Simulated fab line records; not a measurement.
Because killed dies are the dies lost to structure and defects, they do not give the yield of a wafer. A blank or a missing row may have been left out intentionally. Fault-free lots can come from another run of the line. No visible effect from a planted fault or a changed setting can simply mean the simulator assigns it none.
fab line records	flow n5Finfet	part 2 of 2: steps 5 to 6 of 6
record: lots: 22	wafers: 66	lastDay: 18
route steps=1938 shown PMOS_HMC_CHANNEL_EPI@73 FIN_SAQP@96
lots that met no fault: from a run of the same line without faults
startH: hours from the record's first day to the start of the lot's first wafer shown	waitH: time in hours since the lot's previous step	" repeats the value in the row above	L1.1+2: one row covering several wafers at once	- value missing, or start not given	* or withheld: withheld	< > ~ a bound
route shown NAME@n: a module of which the file shows steps, and the number in the route of the first	usual: average and standard deviation across the fault-free wafers	same: alike in all rows	chamber/n: place in a boat	sites: per-site readings	_std_site: their standard deviation	_edge_site: the outer-site mean with the inner-site mean subtracted	radiusMm: for every site, how far away it sits from the centre of the wafer	mask NAME#n: copy n	behind: the most recent tool/chamber to have shaped the wafer	hold: why the lot was held/for how many hours/how that ended	device: which transistor (n, p or np) failed to switch	end of line: the route-end tests of the same wafers	a step without rows: its recipe alone	killed: dies lost to structure and defects at the first sort, not the wafer's yield	map: the dies of a wafer, with x for killed, . for not killed, _ for no die there
set.NAME: the setting the step ran with; set.NAME@STEP: the setting that earlier step ran with	model.NAME: the simulator's own value behind a step, which no gauge read
steps of the route over a sample of lots; a table a step, a row a wafer
services: when a tool's chamber went out of use (startH, in hours from the record's first day, below 0 if earlier), for how many hours, and the reason
== steps ==
step: N5_FIN_SAQP_MANDREL2_REMOVE_60
recipe: chemistry: HBr/Cl2/O2	btTimeS: 10	target: a-Si	stopOn: SiNx	endpoint: OES-SiCl	overEtchFrac: 1	icpW: 600	biasW: 22	HBr_flow_sccm: 150	Cl2_flow_sccm: 80	O2_flow_sccm: 5	pressureMtorr: 10
usual: HBr_flow_sccm: 150.0/0.48	drypumpMotorCurrentA: 5.7/0.45	heBacksideLeakSccm: 2.64/0.26	mfcCl2Sccm: 80.01/0.23	oesProductAu: 0.993/0.01	rfFwdPowerW: 597.2/2.1	throttleValvePct: 36.5/0.47
lot.wafer	tool	chamber	startH	waitH	HBr_flow_sccm	drypumpMotorCurrentA	heBacksideLeakSccm	mfcCl2Sccm	oesProductAu	rfFwdPowerW	rfHoursCounterH	throttleValvePct
L074.3	rieSi-04	2	26.97	0.1	150.6	6.4	2.16	80.14	1.002	595.4	8	35.6
L074.5	"	3	"	"	149.6	5.6	2.59	80.02	0.991	597.8	-	37.1
L074.6	"	0	"	"	149.5	5.5	2.51	80.23	0.984	600.6	-	37.0
L075.2	rieSi-06	3	32.34	0.1	149.6	6.0	2.87	80.01	1.002	597.0	71	36.8
L075.4	"	0	"	"	150.0	4.8	2.59	80.29	0.987	600.5	25	36.2
L075.6	"	3	"	"	150.3	6.0	3.00	80.12	0.995	595.6	-	36.8
L076.1	rieSi-04	3	38.39	0.1	150.0	5.6	2.53	79.67	1.005	597.3	1	37.1
L076.4	"	1	"	"	149.5	5.5	2.53	79.88	0.993	595.0	107	36.7
L076.5	"	0	"	"	149.8	5.6	2.51	80.21	0.996	596.9	-	37.0
L078.1	rieSi-01	1	51.58	0.1	149.0	6.3	2.63	80.18	1.001	598.0	1	36.1
L078.5	"	0	"	"	149.3	6.1	2.38	79.90	0.986	598.9	-	36.7
L078.6	"	3	"	"	150.0	5.3	2.69	80.10	0.979	598.3	-	36.8
L079.1	rieSi-01	3	56.48	0.1	149.9	5.3	2.85	79.95	0.995	599.0	59	36.7
L079.2	"	2	"	"	149.8	5.3	3.40	79.79	0.995	596.8	90	35.9
L079.3	"	0	"	"	149.8	6.1	2.64	79.99	0.985	598.6	36	36.7
L080.1	rieSi-06	3	64.30	0.1	149.4	6.0	2.75	80.15	0.993	596.5	72	36.8
L080.3	"	1	"	"	150.7	5.8	2.71	79.84	0.996	602.3	96	36.2
L080.6	"	2	"	"	150.4	5.5	2.57	79.93	0.980	597.0	-	37.1
L081.1	rieSi-06	2	68.92	0.1	150.3	5.5	2.35	80.25	0.999	594.3	54	37.1
L081.2	"	3	"	"	149.6	6.0	2.95	80.08	1.003	595.2	72	36.8
L081.5	"	0	"	"	150.4	4.8	2.45	79.56	0.999	596.2	-	36.2
L082.3	rieSi-01	2	75.47	0.1	150.8	5.4	3.01	80.20	0.979	598.5	90	35.9
L082.4	"	0	"	"	149.2	6.1	2.45	79.93	0.983	597.1	36	36.7
L082.6	"	1	"	"	150.7	6.3	2.46	79.89	1.005	594.2	-	36.1
L083.2	rieSi-01	2	80.04	0.1	150.2	5.3	3.04	79.93	0.972	593.4	90	36.0
L083.4	"	3	"	"	149.3	5.3	2.83	80.02	0.982	597.9	60	36.8
L083.6	"	3	"	"	150.6	5.3	2.86	79.68	0.986	599.0	-	36.8
L084.2	rieSi-04	2	85.53	0.1	150.3	6.4	2.38	79.63	1.011	595.4	9	35.6
L084.3	"	0	"	"	150.7	5.6	2.40	80.14	1.009	598.6	124	37.0
L084.4	"	3	"	"	150.9	5.6	2.44	80.11	1.009	595.9	2	37.1
L085.1	rieSi-06	1	94.22	0.1	149.6	5.8	2.74	79.97	0.997	599.6	96	36.2
L085.2	"	3	"	"	149.9	6.0	3.17	80.06	0.996	597.6	72	36.8
L085.5	"	1	"	"	149.4	5.8	2.70	80.27	0.992	599.7	-	36.2
L087.1	rieSi-04	1	104.42	0.1	150.0	5.5	2.50	80.38	0.991	597.0	108	36.7
L087.4	"	0	"	"	150.0	5.6	2.46	79.81	0.998	598.7	125	37.0
L087.5	"	2	"	"	150.1	6.5	2.38	79.43	1.012	596.9	-	35.6
L088.2	rieSi-04	1	111.24	0.1	150.5	5.5	2.52	80.22	0.987	599.8	108	36.7
L088.4	"	0	"	"	150.1	5.6	2.78	80.25	1.000	599.1	125	37.0
L088.5	"	2	"	"	149.6	6.4	2.22	79.92	1.003	596.2	-	35.6
L089.1	rieSi-01	0	115.65	0.1	150.0	6.1	2.47	79.76	0.978	592.3	37	36.7
L089.5	"	2	"	"	149.5	5.3	3.07	80.10	0.986	595.6	-	35.9
L089.6	"	1	"	"	150.4	6.3	2.58	79.73	0.984	598.6	-	36.1
L090.3	rieSi-01	2	122.06	0.1	149.3	5.3	3.10	79.74	0.988	596.8	91	35.9
L090.4	"	0	"	"	150.0	6.0	2.82	79.63	0.970	598.5	37	36.7
L090.6	"	1	"	"	149.9	6.3	2.44	80.14	0.990	595.1	-	36.1
L091.1	rieSi-04	1	127.78	0.1	150.3	5.5	2.44	79.85	0.984	598.9	108	36.7
L091.5	"	0	"	"	149.6	5.6	2.43	80.18	0.996	600.3	-	37.0
L091.6	"	1	"	"	149.8	5.5	2.42	80.03	0.984	594.3	-	36.7
L092.1	rieSi-01	2	133.47	0.1	149.2	5.3	3.34	80.02	0.989	598.1	91	35.9
L092.3	"	3	"	"	150.2	5.3	2.78	79.84	0.980	598.9	61	36.8
L092.4	"	1	"	"	150.2	6.3	2.56	80.19	0.993	596.1	2	36.1
L093.1	rieSi-06	1	139.83	0.1	150.5	5.8	2.73	79.58	1.007	598.3	97	36.2
L093.4	"	3	"	"	150.2	6.0	2.91	79.77	1.005	596.9	73	36.8
L093.6	"	0	"	"	150.8	4.8	2.48	80.08	0.986	599.1	-	36.2
L094.2	rieSi-01	0	147.28	0.1	150.1	6.1	2.41	80.22	0.987	595.4	38	36.7
L094.4	"	1	"	"	150.0	6.3	2.49	80.17	0.995	593.4	2	36.1
L094.5	"	1	"	"	149.7	6.3	2.47	80.10	0.991	596.4	-	36.1
L095.3	rieSi-06	1	152.74	0.1	150.0	5.8	2.78	79.99	1.003	596.0	97	36.2
L095.5	"	3	"	"	150.0	6.0	2.82	79.75	1.006	599.2	-	36.8
L095.6	"	0	"	"	149.9	4.8	2.35	80.45	0.969	592.9	-	36.2
L096.1	rieSi-06	0	157.89	0.1	151.0	4.8	2.52	80.52	0.982	600.0	27	36.2
L096.4	"	3	"	"	150.7	6.0	3.08	80.03	1.007	599.1	73	36.8
L096.5	"	1	"	"	150.8	5.8	2.84	79.87	1.013	596.9	-	36.2
L097.1	rieSi-04	0	165.23	0.1	149.4	5.6	2.62	79.76	0.999	601.3	126	37.0
L097.5	"	1	"	"	150.0	5.5	2.33	79.94	0.988	597.6	-	36.7
L097.6	"	0	"	"	149.7	5.6	2.53	79.58	1.000	600.7	-	37.0
step: N5_FIN_SAQP_FIN_ETCH_36
recipe: chemistry: HBr/Cl2/O2	targetDepthA: 1200	maskMaterial: SiNx	timeS: 50.4	biasW: 102	pressureMtorr: 10	icpW: 800	HBr_flow_sccm: 150	Cl2_flow_sccm: 80	O2_flow_sccm: 12
usual: HBr_flow_sccm: 150.0/0.46	drypumpMotorCurrentA: 5.7/0.41	heBacksideLeakSccm: 2.6/0.34	mfcCl2Sccm: 79.97/0.23	oesProductAu: 0.988/0.018	rfFwdPowerW: 796.6/2.8	throttleValvePct: 35.9/0.5
lot.wafer	tool	chamber	startH	waitH	HBr_flow_sccm	drypumpMotorCurrentA	heBacksideLeakSccm	mfcCl2Sccm	oesProductAu	rfFwdPowerW	rfHoursCounterH	throttleValvePct
L074.3	rieSi-06	3	27.51	0.0	150.2	6.0	2.8	80.30	0.985	798.2	71	36.1
L074.5	"	1	"	"	149.9	5.8	2.7	80.11	1.002	801.3	-	35.5
L074.6	"	2	"	"	150.3	5.5	2.4	79.51	1.016	795.8	-	36.4
L075.2	rieSi-04	3	32.83	0.0	149.5	5.6	2.6	79.96	0.975	799.2	1	36.4
L075.4	"	0	"	"	149.9	5.6	2.6	79.99	0.976	799.2	124	36.3
L075.6	"	2	"	"	150.5	6.4	2.3	79.76	1.005	791.3	-	34.9
L076.1	rieSi-01	2	38.83	0.0	150.1	5.3	3.1	79.87	0.993	795.5	89	35.3
L076.4	"	3	"	"	150.2	5.3	2.6	80.21	1.004	793.6	59	36.0
L076.5	"	1	"	"	149.9	6.3	2.4	79.80	1.001	799.2	-	35.4
L078.1	rieSi-04	0	52.02	0.0	151.2	5.6	2.6	79.97	0.982	797.5	124	36.4
L078.5	"	1	"	"	149.9	5.5	2.6	80.20	0.990	798.5	-	36.0
L078.6	"	2	"	"	150.6	6.5	2.5	80.00	1.004	798.3	-	34.9
L079.1	rieSi-06	0	56.93	0.0	150.1	4.8	2.6	79.91	0.969	798.6	25	35.5
L079.2	"	1	"	"	150.0	5.8	2.7	80.14	1.013	800.0	96	35.5
L079.3	"	3	"	"	149.5	6.0	5.3	80.00	0.994	799.8	72	36.1
L080.1	rieSi-04	1	64.74	0.0	150.5	5.5	2.5	80.18	0.989	798.9	107	36.0
L080.3	"	3	"	"	149.1	5.6	2.7	80.12	0.964	795.8	2	36.4
L080.6	"	2	"	"	150.0	6.4	2.3	80.05	1.004	793.3	-	34.9
L081.1	rieSi-04	2	69.36	0.0	149.8	6.4	4.0	80.08	0.998	794.9	9	34.9
L081.2	"	0	"	"	150.3	5.6	2.3	80.40	0.957	798.4	124	36.4
L081.5	"	3	"	"	149.9	5.6	2.5	80.12	0.955	797.9	-	36.4
L082.3	rieSi-04	1	75.93	0.0	149.9	5.5	2.5	80.41	1.001	799.2	107	36.0
L082.4	"	0	"	"	149.4	5.6	2.5	79.95	0.957	799.3	124	36.3
L082.6	"	1	"	"	150.3	5.5	2.4	79.94	0.999	797.6	-	36.0
L083.2	rieSi-04	3	80.63	0.0	149.9	5.6	2.5	80.14	0.963	795.0	2	36.4
L083.4	"	1	"	"	150.6	5.5	2.4	79.95	1.002	797.6	108	36.0
L083.6	"	1	"	"	150.9	5.5	2.3	80.04	1.004	794.6	-	36.0
L084.2	rieSi-01	1	85.98	0.0	149.8	6.3	2.3	80.17	0.981	795.1	1	35.4
L084.3	"	3	"	"	150.0	5.3	2.7	79.85	0.994	799.6	60	36.0
L084.4	"	2	"	"	150.0	5.4	3.2	79.96	0.983	798.1	90	35.3
L085.1	rieSi-01	1	94.66	0.0	149.8	6.3	2.4	80.00	0.996	791.7	1	35.4
L085.2	"	3	"	"	149.7	5.3	2.8	79.81	1.001	803.3	60	36.0
L085.5	"	3	"	"	150.2	5.3	2.8	79.98	1.013	798.6	-	36.0
L087.1	rieSi-06	0	104.86	0.0	150.6	4.8	2.5	80.12	0.965	792.6	26	35.5
L087.4	"	3	"	"	150.2	6.0	3.3	80.19	0.983	799.8	72	36.2
L087.5	"	2	"	"	149.8	5.5	2.4	80.03	1.012	793.9	-	36.4
L088.2	rieSi-01	3	111.68	0.0	149.5	5.3	2.8	80.12	1.001	796.8	60	36.0
L088.4	"	0	"	"	149.8	6.0	2.6	80.32	0.949	795.4	37	36.1
L088.5	"	3	"	"	149.8	5.3	2.7	79.74	1.007	799.5	-	36.0
L089.1	rieSi-06	2	116.10	0.0	150.0	5.5	2.3	79.83	1.002	793.0	55	36.4
L089.5	"	2	"	"	149.9	5.5	2.5	80.00	1.015	795.2	-	36.4
L089.6	"	1	"	"	150.0	5.8	2.6	80.11	1.003	797.7	-	35.5
L090.3	rieSi-04	0	122.51	0.0	150.4	5.6	2.5	79.80	0.979	799.1	125	36.3
L090.4	"	2	"	"	149.9	6.5	2.3	80.40	1.024	795.0	10	34.9
L090.6	"	3	"	"	149.5	5.6	2.7	79.97	0.966	799.1	-	36.4
L091.1	rieSi-01	0	128.23	0.0	150.7	6.0	2.6	79.81	0.954	794.7	37	36.1
L091.5	"	2	"	"	149.7	5.3	3.2	80.19	0.983	798.8	-	35.3
L091.6	"	3	"	"	149.8	5.3	2.9	80.28	0.999	800.0	-	36.1
L092.1	rieSi-04	3	133.91	0.0	150.5	5.6	2.5	79.62	0.964	794.8	3	36.4
L092.3	"	1	"	"	150.3	5.5	2.6	80.13	1.001	796.2	109	36.0
L092.4	"	2	"	"	149.9	6.5	2.3	79.65	1.005	796.5	10	34.9
L093.1	rieSi-04	0	140.27	0.0	149.1	5.6	2.7	79.67	0.965	796.4	125	36.3
L093.4	"	2	"	"	150.6	6.4	2.3	80.31	1.009	797.4	10	34.9
L093.6	"	0	"	"	149.3	5.6	2.5	79.88	0.981	797.5	-	36.3
L094.2	rieSi-04	1	147.72	0.0	150.1	5.5	2.5	79.95	0.995	792.7	109	36.0
L094.4	"	2	"	"	149.1	6.4	2.4	79.80	1.006	793.5	10	34.9
L094.5	"	3	"	"	150.8	5.7	2.7	79.49	0.968	798.2	-	36.4
L095.3	rieSi-01	2	153.18	0.0	150.3	5.3	2.9	79.81	0.997	795.5	92	35.3
L095.5	"	1	"	"	149.5	6.3	2.3	80.00	0.990	794.8	-	35.4
L095.6	"	0	"	"	149.6	6.0	2.6	80.27	0.953	795.0	-	36.1
L096.1	rieSi-04	3	158.41	0.0	149.6	5.6	2.7	80.14	0.969	794.6	3	36.4
L096.4	"	2	"	"	150.0	6.5	2.3	80.21	1.014	797.4	11	34.9
L096.5	"	1	"	"	150.3	5.5	2.4	79.55	0.987	795.1	-	36.0
L097.1	rieSi-06	1	165.67	0.0	150.1	5.8	2.8	79.45	0.997	797.6	98	35.5
L097.5	"	3	"	"	149.6	6.0	3.0	80.27	0.989	799.7	-	36.2
L097.6	"	2	"	"	150.0	5.5	2.5	80.56	1.006	793.1	-	36.4
== services ==
tool	chamber	startH	hours	kind
cmp-02	-	-5.56	17.2	pm
cmp-03	-	-0.87	4.0	pm
pecvd-01	0	2.06	18.8	repair
pecvd-01	-	2.89	1.8	repair
rieSi-06	2	6.75	6.4	repair
pecvd-02	0	10.36	4.2	repair
cmp-02	-	12.12	0.4	repair
cmp-03	-	19.06	3.2	repair
pecvd-02	1	34.74	3.5	repair
cmp-02	-	36.31	2.3	repair
pecvd-04	2	41.72	6.6	repair
pecvd-02	-	42.85	4.4	repair
cmp-02	-	50.19	1.1	repair
pecvd-04	0	52.84	12.6	repair
cmp-02	-	54.90	4.0	pm
rieSi-01	1	56.45	16.6	repair
cmp-03	-	57.67	6.3	pm
cmp-03	-	64.00	11.1	pm
pecvd-04	-	85.19	0.5	repair
rieSi-04	-	86.87	0.8	repair
rieSi-02	2	95.57	6.3	repair
cmp-04	-	103.02	4.0	pm
cmp-03	-	152.50	1.3	repair
rieSi-06	-	153.09	4.3	pm
